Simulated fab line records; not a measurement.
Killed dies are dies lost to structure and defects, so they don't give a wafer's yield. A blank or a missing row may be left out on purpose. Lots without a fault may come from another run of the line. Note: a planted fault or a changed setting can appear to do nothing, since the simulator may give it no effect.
The tool behind it: which one? / flow n5-finfet / 9 lots, 27 wafers sampled, at 5 steps of a route of 1938

WHAT THE GAUGES READ, wafer by wafer
No reading from a measuring or inspecting step in the record can be judged against a usual standard deviation.

TOOL THAT RAN EACH LOT (tool first, then ch and the chambers of the sampled wafers, then the start)
lot=L687; N5_BEOL_M7_ETCH_72=rie-diel-06 ch 1,2,3, day 11 05:49; N5_BEOL_M7_ETCH_65=rie-diel-06 ch 1,2,3, day 11 05:50; N5_BEOL_M7_VIA_ETCH_34=rie-diel-06 ch 1,2,3, day 11 05:58; N5_BEOL_M7_TRENCH_ETCH_37=rie-diel-06 ch 1,2,3, day 11 06:04; N5_PASSIVATION_PROBE_49=prober-02, day 14 14:53
lot=L688; N5_BEOL_M7_ETCH_72=rie-diel-02 ch 0,3, day 11 15:14; N5_BEOL_M7_ETCH_65=rie-diel-02 ch 0,3, day 11 15:15; N5_BEOL_M7_VIA_ETCH_34=rie-diel-02 ch 0,3, day 11 15:23; N5_BEOL_M7_TRENCH_ETCH_37=rie-diel-02 ch 0,3, day 11 15:28; N5_PASSIVATION_PROBE_49=prober-01, day 15 00:34
lot=L691; N5_BEOL_M7_ETCH_72=rie-diel-06 ch 0,3, day 12 04:30; N5_BEOL_M7_ETCH_65=rie-diel-06 ch 0,3, day 12 04:31; N5_BEOL_M7_VIA_ETCH_34=rie-diel-06 ch 0,3, day 12 04:39; N5_BEOL_M7_TRENCH_ETCH_37=rie-diel-06 ch 0,3, day 12 04:44; N5_PASSIVATION_PROBE_49=prober-02, day 15 10:07
lot=L699; N5_BEOL_M7_ETCH_72=rie-diel-06 ch 1,2,3, day 13 14:17; N5_BEOL_M7_ETCH_65=rie-diel-06 ch 1,2,3, day 13 14:19; N5_BEOL_M7_VIA_ETCH_34=rie-diel-06 ch 1,2,3, day 13 14:26; N5_BEOL_M7_TRENCH_ETCH_37=rie-diel-06 ch 1,2,3, day 13 14:32; N5_PASSIVATION_PROBE_49=prober-01, day 17 05:50
lot=L698; N5_BEOL_M7_ETCH_72=rie-diel-04 ch 1,2,3, day 14 08:40; N5_BEOL_M7_ETCH_65=rie-diel-04 ch 1,2,3, day 14 08:41; N5_BEOL_M7_VIA_ETCH_34=rie-diel-04 ch 1,2,3, day 14 08:49; N5_BEOL_M7_TRENCH_ETCH_37=rie-diel-04 ch 1,2,3, day 14 08:55; N5_PASSIVATION_PROBE_49=prober-02, day 17 23:08
lot=L702; N5_BEOL_M7_ETCH_72=rie-diel-02 ch 0,1,3, day 15 05:47; N5_BEOL_M7_ETCH_65=rie-diel-02 ch 0,1,3, day 15 05:48; N5_BEOL_M7_VIA_ETCH_34=rie-diel-02 ch 0,1,3, day 15 05:56; N5_BEOL_M7_TRENCH_ETCH_37=rie-diel-02 ch 0,1,3, day 15 06:01; N5_PASSIVATION_PROBE_49=prober-01, day 18 16:59
lot=L703; N5_BEOL_M7_ETCH_72=rie-diel-06 ch 1,2,3, day 15 11:22; N5_BEOL_M7_ETCH_65=rie-diel-06 ch 1,2,3, day 15 11:23; N5_BEOL_M7_VIA_ETCH_34=rie-diel-06 ch 1,2,3, day 15 11:31; N5_BEOL_M7_TRENCH_ETCH_37=rie-diel-06 ch 1,2,3, day 15 11:37; N5_PASSIVATION_PROBE_49=prober-01, day 19 12:38
lot=L704; N5_BEOL_M7_ETCH_72=rie-diel-06 ch 0,1,3, day 15 11:49; N5_BEOL_M7_ETCH_65=rie-diel-06 ch 0,1,3, day 15 11:49; N5_BEOL_M7_VIA_ETCH_34=rie-diel-06 ch 0,1,3, day 15 11:57; N5_BEOL_M7_TRENCH_ETCH_37=rie-diel-06 ch 0,1,3, day 15 12:03; N5_PASSIVATION_PROBE_49=prober-01, day 19 06:17
lot=L705; N5_BEOL_M7_ETCH_72=rie-diel-06 ch 0,1,2, day 15 13:29; N5_BEOL_M7_ETCH_65=rie-diel-06 ch 0,1,2, day 15 13:30; N5_BEOL_M7_VIA_ETCH_34=rie-diel-06 ch 0,1,2, day 15 13:38; N5_BEOL_M7_TRENCH_ETCH_37=rie-diel-06 ch 0,1,2, day 15 13:43; N5_PASSIVATION_PROBE_49=prober-02, day 18 22:17
- N5_BEOL_M7_ETCH_72: etches underlayer in N2/H2, target depth 6.5 nm, time 5.2 s.
- N5_BEOL_M7_ETCH_65: etches SiARC in CF4, target depth 15.6 nm, time 26 s.
- N5_BEOL_M7_VIA_ETCH_34: etches SiCOH lowk in C4F6/O2, target depth 125.5 nm, time 50.5 s.
- N5_BEOL_M7_TRENCH_ETCH_37: etches SiCOH lowk in C4F6/O2, target depth 93.478 nm, time 31.2 s.
- N5_PASSIVATION_PROBE_49

AS READ BY THE TOOLS THEMSELVES (means over the sampled wafers that have a number; for cases with no such wafer, the mark the record gives instead)
N5_BEOL_M7_ETCH_72. Usual: for drypump-motor-current-A, 5.8 A with a standard deviation of 0.59; for etch-rf-on-time-s, 5.23 s with a standard deviation of 0.17; for oes-product-au, 0.66 a.u. with a standard deviation of 0.063; for rf-fwd-power-W, 819.3 W with a standard deviation of 2.3; for rf-vpp-V, 523.2 V with a standard deviation of 2.4; for showerhead-plenum-p-Torr, 2.52 Torr with a standard deviation of 0.082; for throttle-valve-pct, 17.93 % with a standard deviation of 0.21.
lot=L687; tool=rie-diel-06; drypump-motor-current-A (A)=5.5; etch-rf-on-time-s (s)=5.31; oes-product-au (a.u.)=0.62; rf-fwd-power-W (W)=819.8; rf-vpp-V (V)=522.4; showerhead-plenum-p-Torr (Torr)=2.54; throttle-valve-pct (%)=18.10; flag=
lot=L688; tool=rie-diel-02; drypump-motor-current-A (A)=5.9; etch-rf-on-time-s (s)=5.21; oes-product-au (a.u.)=0.71; rf-fwd-power-W (W)=820.3; rf-vpp-V (V)=523.0; showerhead-plenum-p-Torr (Torr)=2.54; throttle-valve-pct (%)=17.97; flag=
lot=L691; tool=rie-diel-06; drypump-motor-current-A (A)=5.4; etch-rf-on-time-s (s)=5.32; oes-product-au (a.u.)=0.65; rf-fwd-power-W (W)=819.0; rf-vpp-V (V)=523.3; showerhead-plenum-p-Torr (Torr)=2.56; throttle-valve-pct (%)=17.92; flag=
lot=L699; tool=rie-diel-06; drypump-motor-current-A (A)=5.5; etch-rf-on-time-s (s)=5.27; oes-product-au (a.u.)=0.61; rf-fwd-power-W (W)=820.2; rf-vpp-V (V)=523.0; showerhead-plenum-p-Torr (Torr)=2.53; throttle-valve-pct (%)=18.10; flag=
lot=L698; tool=rie-diel-04; drypump-motor-current-A (A)=5.3; etch-rf-on-time-s (s)=5.19; oes-product-au (a.u.)=0.63; rf-fwd-power-W (W)=819.8; rf-vpp-V (V)=521.6; showerhead-plenum-p-Torr (Torr)=2.46; throttle-valve-pct (%)=17.92; flag=
lot=L702; tool=rie-diel-02; drypump-motor-current-A (A)=6.2; etch-rf-on-time-s (s)=5.21; oes-product-au (a.u.)=0.65; rf-fwd-power-W (W)=819.2; rf-vpp-V (V)=525.1; showerhead-plenum-p-Torr (Torr)=2.56; throttle-valve-pct (%)=18.00; flag=
lot=L703; tool=rie-diel-06; drypump-motor-current-A (A)=5.6; etch-rf-on-time-s (s)=5.38; oes-product-au (a.u.)=0.59; rf-fwd-power-W (W)=819.2; rf-vpp-V (V)=524.5; showerhead-plenum-p-Torr (Torr)=2.52; throttle-valve-pct (%)=18.14; flag=
lot=L704; tool=rie-diel-06; drypump-motor-current-A (A)=5.8; etch-rf-on-time-s (s)=5.36; oes-product-au (a.u.)=0.62; rf-fwd-power-W (W)=817.5; rf-vpp-V (V)=525.0; showerhead-plenum-p-Torr (Torr)=2.57; throttle-valve-pct (%)=18.04; flag=
lot=L705; tool=rie-diel-06; drypump-motor-current-A (A)=6.1; etch-rf-on-time-s (s)=5.22; oes-product-au (a.u.)=0.64; rf-fwd-power-W (W)=822.4; rf-vpp-V (V)=523.6; showerhead-plenum-p-Torr (Torr)=2.54; throttle-valve-pct (%)=18.09; flag=

N5_BEOL_M7_ETCH_65. Usual: for drypump-motor-current-A, 5.8 A with a standard deviation of 0.59; for etch-rf-on-time-s, 26.1 s with a standard deviation of 0.86; for oes-product-au, 0.66 a.u. with a standard deviation of 0.063; for rf-fwd-power-W, 533.0 W with a standard deviation of 2.4; for rf-vpp-V, 183.9 V with a standard deviation of 1.1; for showerhead-plenum-p-Torr, 2.12 Torr with a standard deviation of 0.06; for throttle-valve-pct, 15.67 % with a standard deviation of 0.2.
lot=L687; tool=rie-diel-06; drypump-motor-current-A (A)=5.5; etch-rf-on-time-s (s)=26.4; oes-product-au (a.u.)=0.62; rf-fwd-power-W (W)=532.5; rf-vpp-V (V)=184.2; showerhead-plenum-p-Torr (Torr)=2.13; throttle-valve-pct (%)=15.82; flag=
lot=L688; tool=rie-diel-02; drypump-motor-current-A (A)=5.9; etch-rf-on-time-s (s)=26.0; oes-product-au (a.u.)=0.71; rf-fwd-power-W (W)=535.9; rf-vpp-V (V)=184.4; showerhead-plenum-p-Torr (Torr)=2.12; throttle-valve-pct (%)=15.55; flag=
lot=L691; tool=rie-diel-06; drypump-motor-current-A (A)=5.4; etch-rf-on-time-s (s)=26.6; oes-product-au (a.u.)=0.66; rf-fwd-power-W (W)=530.5; rf-vpp-V (V)=183.7; showerhead-plenum-p-Torr (Torr)=2.15; throttle-valve-pct (%)=15.66; flag=
lot=L699; tool=rie-diel-06; drypump-motor-current-A (A)=5.5; etch-rf-on-time-s (s)=26.3; oes-product-au (a.u.)=0.61; rf-fwd-power-W (W)=532.5; rf-vpp-V (V)=182.9; showerhead-plenum-p-Torr (Torr)=2.12; throttle-valve-pct (%)=15.87; flag=
lot=L698; tool=rie-diel-04; drypump-motor-current-A (A)=5.3; etch-rf-on-time-s (s)=25.9; oes-product-au (a.u.)=0.65; rf-fwd-power-W (W)=534.7; rf-vpp-V (V)=183.9; showerhead-plenum-p-Torr (Torr)=2.08; throttle-valve-pct (%)=15.75; flag=
lot=L702; tool=rie-diel-02; drypump-motor-current-A (A)=6.2; etch-rf-on-time-s (s)=26.0; oes-product-au (a.u.)=0.65; rf-fwd-power-W (W)=532.7; rf-vpp-V (V)=185.7; showerhead-plenum-p-Torr (Torr)=2.13; throttle-valve-pct (%)=15.62; flag=
lot=L703; tool=rie-diel-06; drypump-motor-current-A (A)=5.5; etch-rf-on-time-s (s)=26.7; oes-product-au (a.u.)=0.60; rf-fwd-power-W (W)=531.3; rf-vpp-V (V)=183.9; showerhead-plenum-p-Torr (Torr)=2.12; throttle-valve-pct (%)=15.89; flag=
lot=L704; tool=rie-diel-06; drypump-motor-current-A (A)=5.8; etch-rf-on-time-s (s)=26.3; oes-product-au (a.u.)=0.63; rf-fwd-power-W (W)=533.6; rf-vpp-V (V)=184.5; showerhead-plenum-p-Torr (Torr)=2.16; throttle-valve-pct (%)=15.78; flag=
lot=L705; tool=rie-diel-06; drypump-motor-current-A (A)=6.1; etch-rf-on-time-s (s)=26.1; oes-product-au (a.u.)=0.64; rf-fwd-power-W (W)=531.0; rf-vpp-V (V)=183.8; showerhead-plenum-p-Torr (Torr)=2.13; throttle-valve-pct (%)=15.78; flag=

N5_BEOL_M7_VIA_ETCH_34. Usual: drypump-motor-current-A 5.8 A, standard deviation 0.59; oes-product-au 0.77 a.u., standard deviation 0.072; rf-fwd-power-W 341.6 W, standard deviation 1.7; rf-vpp-V 665 V, standard deviation 13; showerhead-plenum-p-Torr 2.82 Torr, standard deviation 0.08; throttle-valve-pct 20.92 %, standard deviation 0.2.
lot=L687; tool=rie-diel-06; drypump-motor-current-A (A)=5.5; oes-product-au (a.u.)=0.71; rf-fwd-power-W (W)=341.9; rf-vpp-V (V)=661; showerhead-plenum-p-Torr (Torr)=2.83; throttle-valve-pct (%)=21.06; flag=
lot=L688; tool=rie-diel-02; drypump-motor-current-A (A)=5.9; oes-product-au (a.u.)=0.83; rf-fwd-power-W (W)=343.8; rf-vpp-V (V)=676; showerhead-plenum-p-Torr (Torr)=2.82; throttle-valve-pct (%)=20.83; flag=
lot=L691; tool=rie-diel-06; drypump-motor-current-A (A)=5.4; oes-product-au (a.u.)=0.77; rf-fwd-power-W (W)=340.2; rf-vpp-V (V)=675; showerhead-plenum-p-Torr (Torr)=2.86; throttle-valve-pct (%)=20.95; flag=
lot=L699; tool=rie-diel-06; drypump-motor-current-A (A)=5.6; oes-product-au (a.u.)=0.71; rf-fwd-power-W (W)=340.7; rf-vpp-V (V)=661; showerhead-plenum-p-Torr (Torr)=2.82; throttle-valve-pct (%)=21.08; flag=
lot=L698; tool=rie-diel-04; drypump-motor-current-A (A)=5.3; oes-product-au (a.u.)=0.75; rf-fwd-power-W (W)=342.8; rf-vpp-V (V)=661; showerhead-plenum-p-Torr (Torr)=2.76; throttle-valve-pct (%)=20.98; flag=
lot=L702; tool=rie-diel-02; drypump-motor-current-A (A)=6.2; oes-product-au (a.u.)=0.76; rf-fwd-power-W (W)=341.0; rf-vpp-V (V)=675; showerhead-plenum-p-Torr (Torr)=2.83; throttle-valve-pct (%)=20.84; flag=
lot=L703; tool=rie-diel-06; drypump-motor-current-A (A)=5.5; oes-product-au (a.u.)=0.70; rf-fwd-power-W (W)=340.6; rf-vpp-V (V)=661; showerhead-plenum-p-Torr (Torr)=2.81; throttle-valve-pct (%)=21.09; flag=
lot=L704; tool=rie-diel-06; drypump-motor-current-A (A)=5.8; oes-product-au (a.u.)=0.73; rf-fwd-power-W (W)=340.0; rf-vpp-V (V)=668; showerhead-plenum-p-Torr (Torr)=2.87; throttle-valve-pct (%)=21.02; flag=
lot=L705; tool=rie-diel-06; drypump-motor-current-A (A)=6.1; oes-product-au (a.u.)=0.74; rf-fwd-power-W (W)=342.7; rf-vpp-V (V)=655; showerhead-plenum-p-Torr (Torr)=2.83; throttle-valve-pct (%)=20.98; flag=

N5_BEOL_M7_TRENCH_ETCH_37. Usual: drypump-motor-current-A 5.8 A, standard deviation 0.58; oes-product-au 0.77 a.u., standard deviation 0.071; rf-fwd-power-W 340.5 W, standard deviation 2.1; rf-vpp-V 665 V, standard deviation 13; showerhead-plenum-p-Torr 2.81 Torr, standard deviation 0.08; throttle-valve-pct 20.95 %, standard deviation 0.2.
lot=L687; tool=rie-diel-06; drypump-motor-current-A (A)=5.5; oes-product-au (a.u.)=0.72; rf-fwd-power-W (W)=340.6; rf-vpp-V (V)=662; showerhead-plenum-p-Torr (Torr)=2.83; throttle-valve-pct (%)=21.08; flag=
lot=L688; tool=rie-diel-02; drypump-motor-current-A (A)=5.9; oes-product-au (a.u.)=0.83; rf-fwd-power-W (W)=342.7; rf-vpp-V (V)=675; showerhead-plenum-p-Torr (Torr)=2.82; throttle-valve-pct (%)=20.86; flag=
lot=L691; tool=rie-diel-06; drypump-motor-current-A (A)=5.4; oes-product-au (a.u.)=0.77; rf-fwd-power-W (W)=339.3; rf-vpp-V (V)=676; showerhead-plenum-p-Torr (Torr)=2.86; throttle-valve-pct (%)=20.98; flag=
lot=L699; tool=rie-diel-06; drypump-motor-current-A (A)=5.5; oes-product-au (a.u.)=0.71; rf-fwd-power-W (W)=340.1; rf-vpp-V (V)=660; showerhead-plenum-p-Torr (Torr)=2.82; throttle-valve-pct (%)=21.11; flag=
lot=L698; tool=rie-diel-04; drypump-motor-current-A (A)=5.3; oes-product-au (a.u.)=0.77; rf-fwd-power-W (W)=369.9; rf-vpp-V (V)=640; showerhead-plenum-p-Torr (Torr)=2.76; throttle-valve-pct (%)=21.01; flag=OFF
lot=L702; tool=rie-diel-02; drypump-motor-current-A (A)=6.2; oes-product-au (a.u.)=0.76; rf-fwd-power-W (W)=340.6; rf-vpp-V (V)=676; showerhead-plenum-p-Torr (Torr)=2.84; throttle-valve-pct (%)=20.88; flag=
lot=L703; tool=rie-diel-06; drypump-motor-current-A (A)=5.5; oes-product-au (a.u.)=0.70; rf-fwd-power-W (W)=338.9; rf-vpp-V (V)=660; showerhead-plenum-p-Torr (Torr)=2.81; throttle-valve-pct (%)=21.13; flag=
lot=L704; tool=rie-diel-06; drypump-motor-current-A (A)=5.8; oes-product-au (a.u.)=0.73; rf-fwd-power-W (W)=340.8; rf-vpp-V (V)=669; showerhead-plenum-p-Torr (Torr)=2.87; throttle-valve-pct (%)=21.05; flag=
lot=L705; tool=rie-diel-06; drypump-motor-current-A (A)=6.1; oes-product-au (a.u.)=0.74; rf-fwd-power-W (W)=341.0; rf-vpp-V (V)=654; showerhead-plenum-p-Torr (Torr)=2.83; throttle-valve-pct (%)=21.01; flag=

N5_PASSIVATION_PROBE_49. Usual: defect-limited-yield 91.0 %, standard deviation 1.4; killed_at_M0_to_M3 33, standard deviation 11; killed_at_M4_up 14, standard deviation 5; killed-at-contacts 11, standard deviation 7.3; killed-at-front-end 43, standard deviation 12; killed-at-other 4, standard deviation 3.1; killed-dies 106, standard deviation 17; killed-on-rim 14, standard deviation 3.8; killed-open 69, standard deviation 13; killed-short 34, standard deviation 8.7; sort_bin_5_function 5.2 %, standard deviation 0.96; sort_bin_6_memory 3.3 %, standard deviation 0.66; sort-n-pass 1074, standard deviation 17; sort-yield-pct 91.0 %, standard deviation 1.4.
lot=L687; tool=prober-02; defect-limited-yield (%)=91.9; killed_at_M0_to_M3=28; killed_at_M4_up=11; killed-at-contacts=8; killed-at-front-end=42; killed-at-other=6; killed-dies=96; killed-on-rim=12; killed-open=67; killed-short=27; sort_bin_5_function (%)=5.2; sort_bin_6_memory (%)=2.7; sort-n-pass=1084; sort-yield-pct (%)=91.9; flag=
lot=L688; tool=prober-01; defect-limited-yield (%)=89.4; killed_at_M0_to_M3=38; killed_at_M4_up=14; killed-at-contacts=21; killed-at-front-end=42; killed-at-other=9; killed-dies=125; killed-on-rim=16; killed-open=80; killed-short=38; sort_bin_5_function (%)=6.0; sort_bin_6_memory (%)=3.9; sort-n-pass=1055; sort-yield-pct (%)=89.4; flag=
lot=L691; tool=prober-02; defect-limited-yield (%)=91.7; killed_at_M0_to_M3=28; killed_at_M4_up=9; killed-at-contacts=14; killed-at-front-end=45; killed-at-other=2; killed-dies=98; killed-on-rim=14; killed-open=51; killed-short=45; sort_bin_5_function (%)=4.6; sort_bin_6_memory (%)=3.0; sort-n-pass=1082; sort-yield-pct (%)=91.7; flag=
lot=L699; tool=prober-01; defect-limited-yield (%)=89.7; killed_at_M0_to_M3=30; killed_at_M4_up=14; killed-at-contacts=9; killed-at-front-end=62; killed-at-other=7; killed-dies=121; killed-on-rim=19; killed-open=82; killed-short=34; sort_bin_5_function (%)=6.2; sort_bin_6_memory (%)=3.6; sort-n-pass=1059; sort-yield-pct (%)=89.7; flag=
lot=L698; tool=prober-02; defect-limited-yield (%)=89.2; killed_at_M0_to_M3=29; killed_at_M4_up=15; killed-at-contacts=36; killed-at-front-end=44; killed-at-other=4; killed-dies=128; killed-on-rim=16; killed-open=95; killed-short=28; sort_bin_5_function (%)=6.3; sort_bin_6_memory (%)=4.1; sort-n-pass=1052; sort-yield-pct (%)=89.2; flag=OFF
lot=L702; tool=prober-01; defect-limited-yield (%)=92.7; killed_at_M0_to_M3=23; killed_at_M4_up=10; killed-at-contacts=13; killed-at-front-end=38; killed-at-other=2; killed-dies=86; killed-on-rim=10; killed-open=57; killed-short=26; sort_bin_5_function (%)=4.2; sort_bin_6_memory (%)=2.9; sort-n-pass=1094; sort-yield-pct (%)=92.7; flag=
lot=L703; tool=prober-01; defect-limited-yield (%)=91.7; killed_at_M0_to_M3=40; killed_at_M4_up=14; killed-at-contacts=8; killed-at-front-end=31; killed-at-other=5; killed-dies=98; killed-on-rim=13; killed-open=63; killed-short=34; sort_bin_5_function (%)=4.6; sort_bin_6_memory (%)=3.3; sort-n-pass=1082; sort-yield-pct (%)=91.7; flag=
lot=L704; tool=prober-01; defect-limited-yield (%)=90.7; killed_at_M0_to_M3=44; killed_at_M4_up=22; killed-at-contacts=12; killed-at-front-end=30; killed-at-other=3; killed-dies=110; killed-on-rim=15; killed-open=80; killed-short=25; sort_bin_5_function (%)=5.0; sort_bin_6_memory (%)=3.8; sort-n-pass=1070; sort-yield-pct (%)=90.7; flag=
lot=L705; tool=prober-02; defect-limited-yield (%)=91.6; killed_at_M0_to_M3=31; killed_at_M4_up=18; killed-at-contacts=7; killed-at-front-end=38; killed-at-other=4; killed-dies=99; killed-on-rim=17; killed-open=60; killed-short=35; sort_bin_5_function (%)=4.3; sort_bin_6_memory (%)=3.5; sort-n-pass=1081; sort-yield-pct (%)=91.6; flag=

THE ANSWER, worked out from the rows above alone
Rule: take the mean of a lot's wafers that have a number; if it is more than 3 standard deviations from the usual mean, the lot is off. A lot without any number at a reading at which 4 lots or more have one is off too. All remaining lots with rows at the step are treated as sound. Order of review: gauges by route order, followed by the tools' own readings, for which a lot's mean as printed above is used. At the first step where some lot is off, the reading lying furthest off is the one used; lots without a number count as furthest.
Off: L698, at N5_BEOL_M7_TRENCH_ETCH_37 (rf-fwd-power-W).
If a tool, at that step or one of the process steps before it, ran each lot that is off and ran no sound lot following the first of them, it fits. One fits: rie-diel-04 at N5_BEOL_M7_ETCH_72 and N5_BEOL_M7_ETCH_65 and N5_BEOL_M7_VIA_ETCH_34 and N5_BEOL_M7_TRENCH_ETCH_37. It ran no sound lot before its first lot that is off in this sample, so the start can't be narrowed down.
The tool's own readings at N5_BEOL_M7_ETCH_72 bear it out: on the lots that are off they differ by more than 5 times the standard deviation of the sound lots' means. showerhead-plenum-p-Torr reads 2.46 Torr there against 2.54 Torr on the sound lots.

WHAT HAD BEEN PUT IN BY THE SIMULATOR
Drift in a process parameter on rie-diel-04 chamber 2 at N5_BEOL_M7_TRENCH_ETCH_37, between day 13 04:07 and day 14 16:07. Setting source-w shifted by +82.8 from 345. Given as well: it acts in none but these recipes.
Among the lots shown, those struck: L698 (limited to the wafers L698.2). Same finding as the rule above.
